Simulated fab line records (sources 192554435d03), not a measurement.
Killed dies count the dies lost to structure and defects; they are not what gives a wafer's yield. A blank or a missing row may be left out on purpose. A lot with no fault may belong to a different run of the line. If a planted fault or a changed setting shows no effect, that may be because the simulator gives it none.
Which tool was responsible? | flow n5-finfet | 11 lots, 32 wafers sampled, at 4 steps of a route of 1938

== WHAT EACH GAUGE READ, for each wafer ==
N5_SD_EPI_N_EPI_MEAS_23.
lot  | measured    | on            | thk-nm (nm)
L270 | day 3 04:55 | film-metro-01 | 60.1 59.1 61.1
L271 | day 3 12:22 | film-metro-02 | 58.5 59.5 59.5
L272 | day 3 17:37 | film-metro-01 | 59.5 59.4 59.2
L274 | day 4 04:55 | film-metro-02 | 57.7 59.3 59.0
L276 | day 4 16:08 | film-metro-02 | 58.1 58.5 58.6
L277 | day 4 23:01 | film-metro-01 | 59.9 59.2 58.1
L278 | day 5 06:10 | film-metro-02 | 55.8 59.5
L283 | day 6 11:27 | film-metro-01 | 58.9 56.7 57.9
L285 | day 6 21:55 | film-metro-01 | 59.4 54.7 52.8
L290 | day 8 06:57 | film-metro-01 | 59.8 58.4 58.2
L291 | day 8 11:51 | film-metro-02 | 60.2 58.0 59.6

== WHICH TOOL RAN EACH LOT (tool, then ch and the chambers of the sampled wafers, then the start) ==
lot  | N5_SPACER0_ALD_07                | N5_SD_EPI_N_ETCH_16               | N5_SD_EPI_N_EPI_21
L270 | ald-sin-01 ch 1,2,3, day 3 00:12 | rie-diel-05 ch 0,1,3, day 3 01:52 | epi-rpcvd-04 ch 0, day 3 03:29
L271 | ald-sin-02 ch 0,3, day 3 07:29   | rie-diel-01 ch 2,3, day 3 09:25   | epi-rpcvd-03 ch 0, day 3 10:38
L272 | ald-sin-03 ch 0,1,3, day 3 12:23 | rie-diel-03 ch 0,1,3, day 3 14:06 | epi-rpcvd-03 ch 0, day 3 15:20
L274 | ald-sin-03 ch 0,1,2, day 4 00:36 | rie-diel-01 ch 0,3, day 4 02:08   | epi-rpcvd-03 ch 0, day 4 03:29
L276 | ald-sin-01 ch 1,3, day 4 11:40   | rie-diel-05 ch 0,1,3, day 4 13:21 | epi-rpcvd-01 ch 0, day 4 14:41
L277 | ald-sin-01 ch 0,1, day 4 18:34   | rie-diel-05 ch 0,2,3, day 4 20:14 | epi-rpcvd-03 ch 0, day 4 21:34
L278 | ald-sin-02 ch 0,3, day 5 01:34   | rie-diel-01 ch 2,3, day 5 03:22   | epi-rpcvd-03 ch 0, day 5 04:26
L283 | ald-sin-01 ch 0,1, day 6 07:01   | rie-diel-01 ch 2,3, day 6 08:41   | epi-rpcvd-01 ch 0, day 6 10:01
L285 | ald-sin-01 ch 0,1,3, day 6 17:22 | rie-diel-01 ch 0,2, day 6 19:07   | epi-rpcvd-03 ch 0, day 6 20:11
L290 | ald-sin-02 ch 1,2,3, day 8 01:45 | rie-diel-01 ch 0,2,3, day 8 03:26 | epi-rpcvd-01 ch 0, day 8 04:40
L291 | ald-sin-02 ch 0,1,3, day 8 05:57 | rie-diel-05 ch 0,1,2, day 8 07:29 | epi-rpcvd-04 ch 0, day 8 09:20
- N5_SPACER0_ALD_07: deposits SiNx, target thk 2 nm.
- N5_SD_EPI_N_ETCH_16: etches SiO2 in CHF3/O2, target depth 5 nm.
- N5_SD_EPI_N_EPI_21: deposits Si:P, time 690 s.

== WHAT THE TOOLS THEMSELVES READ (means of the sampled wafers that have a number; where no wafer has one, the mark that the record gives instead) ==
N5_SPACER0_ALD_07.
lot  | tool       | chamber-pressure-Torr (Torr) | heater-power-w (W)
L270 | ald-sin-01 | 2.001                        | 813
L271 | ald-sin-02 | 2.005                        | 957
L272 | ald-sin-03 | 2.000                        | 782
L274 | ald-sin-03 | 2.001                        | 846
L276 | ald-sin-01 | 2.002                        | 881
L277 | ald-sin-01 | 1.999                        | 837
L278 | ald-sin-02 | 2.004                        | 982
L283 | ald-sin-01 | 2.000                        | 832
L285 | ald-sin-01 | 2.000                        | 846
L290 | ald-sin-02 | 2.002                        | 919
L291 | ald-sin-02 | 2.000                        | 936

N5_SD_EPI_N_ETCH_16.
lot  | tool        | drypump-motor-current-A (A) | oes-product-au (a.u.) | rf-vpp-V (V) | showerhead-plenum-p-Torr (Torr) | throttle-valve-pct (%)
L270 | rie-diel-05 | 5.5                         | 0.81                  | 523          | 2.47                            | 18.9
L271 | rie-diel-01 | 5.6                         | 0.81                  | 529          | 2.38                            | 19.1
L272 | rie-diel-03 | 5.9                         | 0.76                  | 530          | 2.40                            | 18.9
L274 | rie-diel-01 | 5.1                         | 0.91                  | 531          | 2.36                            | 18.6
L276 | rie-diel-05 | 5.6                         | 0.79                  | 524          | 2.46                            | 18.9
L277 | rie-diel-05 | 5.8                         | 0.77                  | 525          | 2.48                            | 18.8
L278 | rie-diel-01 | 5.5                         | 0.81                  | 530          | 2.38                            | 19.0
L283 | rie-diel-01 | 5.4                         | 0.83                  | 532          | 2.36                            | 19.0
L285 | rie-diel-01 | 5.5                         | 0.76                  | 526          | 2.36                            | 19.0
L290 | rie-diel-01 | 5.4                         | 0.79                  | 528          | 2.36                            | 19.0
L291 | rie-diel-05 | 5.8                         | 0.74                  | 527          | 2.47                            | 19.0

N5_SD_EPI_N_EPI_21.
lot  | tool         | chamber-pressure-Torr (Torr)
L270 | epi-rpcvd-04 | 254.5
L271 | epi-rpcvd-03 | 255.3
L272 | epi-rpcvd-03 | 255.1
L274 | epi-rpcvd-03 | 254.8
L276 | epi-rpcvd-01 | 254.8
L277 | epi-rpcvd-03 | 254.5
L278 | epi-rpcvd-03 | 256.1
L283 | epi-rpcvd-01 | 254.6
L285 | epi-rpcvd-03 | 255.2
L290 | epi-rpcvd-01 | 254.9
L291 | epi-rpcvd-04 | 255.1

== THE ANSWER, worked out from the rows above alone ==
Rule: the usual values come from the lots themselves. Put in order of their means at a reading, lots are off if they are a third of the lots or fewer, leave a main group of 4 or more, and stand apart from it by a gap of 3 or more times the standard deviation of the main group's means; of several such gaps the widest counts. A main group whose means are all the same, to the digits that the tables above print for the reading, isn't used. A lot without any number at a reading at which 4 lots or more have one is off too. All remaining lots with rows at the step are treated as sound. The gauges are gone through in route order, then the tools' own readings, and for those a lot's mean is taken as printed above. At the first step where some lot is off, the reading lying furthest off is the one used; lots without a number count as furthest.
Across all readings shown, no lot is off: no conclusion can be drawn from this.

== WHAT WAS PUT IN BY THE SIMULATOR ==
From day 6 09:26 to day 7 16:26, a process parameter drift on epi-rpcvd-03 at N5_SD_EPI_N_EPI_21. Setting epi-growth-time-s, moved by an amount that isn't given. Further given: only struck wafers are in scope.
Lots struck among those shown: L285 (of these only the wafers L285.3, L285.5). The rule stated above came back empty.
